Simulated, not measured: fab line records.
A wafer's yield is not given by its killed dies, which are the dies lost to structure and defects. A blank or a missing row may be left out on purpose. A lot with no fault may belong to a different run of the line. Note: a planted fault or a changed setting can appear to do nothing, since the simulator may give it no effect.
Chamber matching	flow n5-finfet	N5_BEOL_M9_VIA_ETCH_34 on rie-diel-06: 4 sister chambers
The step etches SiCOH lowk in C4F6/O2, target depth 182.4 nm, time 68.4 s. 4 wafers are shown with their chamber, then 8 later ones without.

== WAFERS PAIRED WITH THEIR CHAMBERS ==
wafer	chamber	drypump-motor-current-A (A)
L085.2	2	5.9
L085.3	3	6.6
L085.6	0	5.1
L089.1	1	6.6

== WAFERS WITH NO CHAMBER GIVEN ==
wafer	drypump-motor-current-A (A)
L089.5	6.6
L089.6	5.1
L096.1	6.5
L096.2	6.6
L096.3	5.9
L097.1	5.9
L097.4	6.6
L097.5	6.6

== WHICH CHAMBER EACH ONE RAN IN ==
wafer	from the rows above	in truth
L089.5	can't be placed: 1 or 3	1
L089.6	0	0
L096.1	can't be placed: 1 or 3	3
L096.2	can't be placed: 1 or 3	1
L096.3	2	2
L097.1	2	2
L097.4	can't be placed: 1 or 3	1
L097.5	can't be placed: 1 or 3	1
3 of 8 placed correctly. Unplaceable from these rows: 5, with the true chamber sitting among the candidates in 5. Wrongly placed: 0.
How it was worked out, from the rows above alone: a wafer's distance from a chamber is the root of the sum, over the readings, of the square of ((its reading less the chamber's mean) divided by the reading's scatter). The wafer belongs to the nearest chamber; if the next one is less than 2 further off, it can't be placed. A chamber's mean is the mean of its shown wafers. The scatter (one wafer shown for each chamber): square how far every hidden wafer sits from the nearest shown wafer, average those squares and take the square root.
